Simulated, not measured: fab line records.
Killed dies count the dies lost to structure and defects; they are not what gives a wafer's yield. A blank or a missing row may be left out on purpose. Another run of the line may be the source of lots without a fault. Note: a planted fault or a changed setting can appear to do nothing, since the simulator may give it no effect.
Struck lot and sound lot, side by side | flow nand-harc | 37 steps out of a route of 1302
Sound: these wafers, L432.1, L432.2, L432.5. The struck wafers were L447.1, L447.4, L447.5. Last of all comes the cause.
At each step with rows: each side's tool, then ch and its chambers, then its first start. Under that, the readings that differ: sound wafers | struck wafers | difference of the means | sigmas: that difference in standard deviations of wafers without a fault.
alike: readings with means less than 2 such deviations apart, plus words and numbers identical on both sides. not compared: withheld readings, readings lacking a value on some wafer, bounds such as >300 that could conceal the same value, and numbers that have no deviation in the record and whose values overlap.
Wherever a step has rows on one side only, a row that says differs or no value, or a row with sigmas, the two part there. Numbers that have no deviation but don't overlap get no sigmas and don't part them. A reading that every wafer of one side lacks parts them only if that side has two wafers or more.

first, 5 steps without rows for these wafers: NHARC_A_STAIRCASE_STRIP_316 (strips in O2); NHARC_A_STAIRCASE_STRIP_317 (strips in SPM, time 900 s); NHARC_A_STAIRCASE_PRECLEAN_318 (cleans in SC1); NHARC_A_STAIRCASE_SRD_329; NHARC_A_STAIRCASE_ALD_415 (deposits SiO2, target thk 30 nm, pulse time 6 s, ald cycles 300).
NHARC_A_STAIRCASE_ETCHBACK_416: etches the open film in C4F8/O2/Ar, target depth 36 nm, time 7.2 s.
  sound: rie-diel-02 ch 1,3; struck: rie-diel-02 ch 0,3
  alike: oes-product-au, rf-vpp-V
  not compared: rf-hours-counter-h
then, 5 steps without rows for these wafers: NHARC_A_STAIRCASE_STRIP_476 (strips in O2, time 20 s); NHARC_A_STAIRCASE_DEP_417 (deposits Si3N4, target thk 60 nm); NHARC_A_STAIRCASE_WET_418 (chemistry H3PO4, target depth 20 nm); NHARC_A_STAIRCASE_PRECLEAN_419 (cleans in SC1); NHARC_A_STAIRCASE_SRD_421.
NHARC_A_STAIRCASE_ALD_420: deposits SiO2, target thk 20 nm, pulse time 6 s, ald cycles 200.
  sound on ald-hk-04 ch 0,1,3, day 20 03:20; struck on ald-hk-04 ch 1,2,3, day 25 19:08
  alike: heater-power-w, precursor-pulse-height-rel, susceptor-temp-C
then, 1 step without rows for these wafers: NHARC_A_STAIRCASE_CVD_552 (deposits SiNx, target thk 40 nm).
NHARC_A_STAIRCASE_DEP_151: deposits SiO2, target thk 7200 nm.
  sound on pecvd-01 ch 0,1,2, day 20 10:43; struck on pecvd-03 ch 0,1,2, day 26 03:30
  alike: heater-power-w, susceptor-temp-C
then, 3 steps without rows for these wafers: NHARC_A_STAIRCASE_ANNEAL_320 (time 1800 s); NHARC_A_STAIRCASE_DEP_322 (deposits SiO2, target thk 7200 nm); NHARC_A_STAIRCASE_ANNEAL_323 (time 1800 s).
NHARC_A_STAIRCASE_DEP_325: deposits SiO2, target thk 7200 nm.
  sound on pecvd-04 ch 1,2, day 21 03:57; struck on pecvd-01 ch 0,1, day 26 14:55
  alike: heater-power-w, susceptor-temp-C
then, 10 steps without rows for these wafers: NHARC_A_STAIRCASE_ANNEAL_326 (time 1800 s); NHARC_A_STAIRCASE_DEHYDRATE_433 (time 120 s); NHARC_A_STAIRCASE_HMDS_434 (time 30 s); NHARC_A_STAIRCASE_COAT_435; NHARC_A_STAIRCASE_SOFTBAKE_436 (time 170 s); NHARC_A_STAIRCASE_EBR_437; NHARC_A_STAIRCASE_EXPOSE_438 (exposes mask STAIR REV); NHARC_A_STAIRCASE_PEB_439 (peb time 130 s); NHARC_A_STAIRCASE_DEVELOP_440 (time 140 s); NHARC_A_STAIRCASE_HARDBAKE_442 (time 140 s).
NHARC_A_STAIRCASE_DESCUM_443: chemistry O2, time 3 s.
  sound on rie-diel-02 ch 0,1, day 21 15:32; struck on rie-diel-13 ch 1,2, day 27 00:25
  reading                         | sound          | struck         | difference | sigmas
  showerhead-plenum-p-Torr (Torr) | 2.07 1.97 2.07 | 1.93 1.80 1.80 | -0.19      | -2
  alike: drypump-motor-current-A, mfc-ar-sccm, oes-product-au, rf-vpp-V, throttle-valve-pct
  not compared: rf-hours-counter-h
NHARC_A_STAIRCASE_ETCH_444: etches the open film in C4F8/O2, target depth 20400 nm, time 6800 s.
  sound on rie-diel-02 ch 0,1,3, day 21 16:17; struck on rie-diel-13 ch 0,1,3, day 27 01:27
  alike: oes-product-au, rf-vpp-V
  not compared: rf-hours-counter-h
then, 6 steps without rows for these wafers: NHARC_A_STAIRCASE_STRIP_446 (strips in O2); NHARC_A_STAIRCASE_STRIP_447 (strips in SPM, time 900 s); NHARC_A_STAIRCASE_PRECLEAN_448 (cleans in SC1); NHARC_A_STAIRCASE_SRD_449; NHARC_A_STAIRCASE_CMP_450 (polishes SiO2, target thk 200 nm); NHARC_A_STAIRCASE_CMP_152 (polishes).
-- break in the record here, with 6 days between the starts of the struck wafers on either side (left off in module A_STAIRCASE, picked up again in module END, where the first step shown is number 1302 on the route) --
NHARC_END_SORT_01:
  at this point the record logs the struck wafers (prober-01 ch 0, day 32 17:53) and has no rows for the sound ones

WHERE THEY PART
First at NHARC_A_STAIRCASE_DESCUM_443; last, within this record, at NHARC_END_SORT_01.

WHY: whatever the simulator had introduced
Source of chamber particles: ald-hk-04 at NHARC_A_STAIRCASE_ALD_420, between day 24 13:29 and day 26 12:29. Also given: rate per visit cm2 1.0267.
